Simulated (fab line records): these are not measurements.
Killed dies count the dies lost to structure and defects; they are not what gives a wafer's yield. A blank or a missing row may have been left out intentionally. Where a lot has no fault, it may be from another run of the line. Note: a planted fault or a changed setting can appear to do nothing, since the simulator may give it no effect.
Chamber matching    flow nand_harc    NHARC_A_CONTACT_CMP_20 on cmp-04 has 4 sister chambers
The step polishes, t overpolish 30 s, target thk 300 nm. 4 wafers are shown with their chamber, then 12 later ones without.

WAFERS PAIRED WITH THEIR CHAMBERS
wafer   chamber  motor_current_A (A)
L083.2  3        12.2
L085.4  0        10.6
L090.4  1        12.7
L090.6  2        13.8

WAFERS WITH NO CHAMBER GIVEN
wafer   motor_current_A (A)
L091.1  12.6
L091.2  13.5
L091.3  11.0
L092.1  11.9
L092.2  11.4
L092.6  13.3
L094.2  13.7
L094.4  13.1
L094.5  12.0
L093.1  10.7
L093.3  13.8
L093.6  11.0

WHICH CHAMBER EACH WENT THROUGH
wafer    from the rows above            in truth
L091.1   can't be placed: 1 or 3        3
L091.2   can't be placed: 2 or 1        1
L091.3   0                              0
L092.1   can't be placed: 3 or 1        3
L092.2   can't be placed: 3 or 0 or 1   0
L092.6   can't be placed: 2 or 1 or 3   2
L094.2   2                              2
L094.4   can't be placed: 1 or 2 or 3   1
L094.5   can't be placed: 3 or 1        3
L093.1   0                              0
L093.3   2                              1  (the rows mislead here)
L093.6   0                              0
Correctly placed: 4 of 12. These rows do not allow placing 7 (true chamber among the candidates in 7). Number placed wrongly: 1.
How it was worked out, from the rows above alone: a wafer's distance from a chamber is the root of the sum, over the readings, of the square of ((its reading less the chamber's mean) divided by the reading's scatter). The wafer belongs to the nearest chamber; if the next one is less than 2 further off, it can't be placed. Each chamber's mean is taken over the wafers shown for it. The scatter (one wafer shown for each chamber): square how far every hidden wafer sits from the nearest shown wafer, average those squares and take the square root.
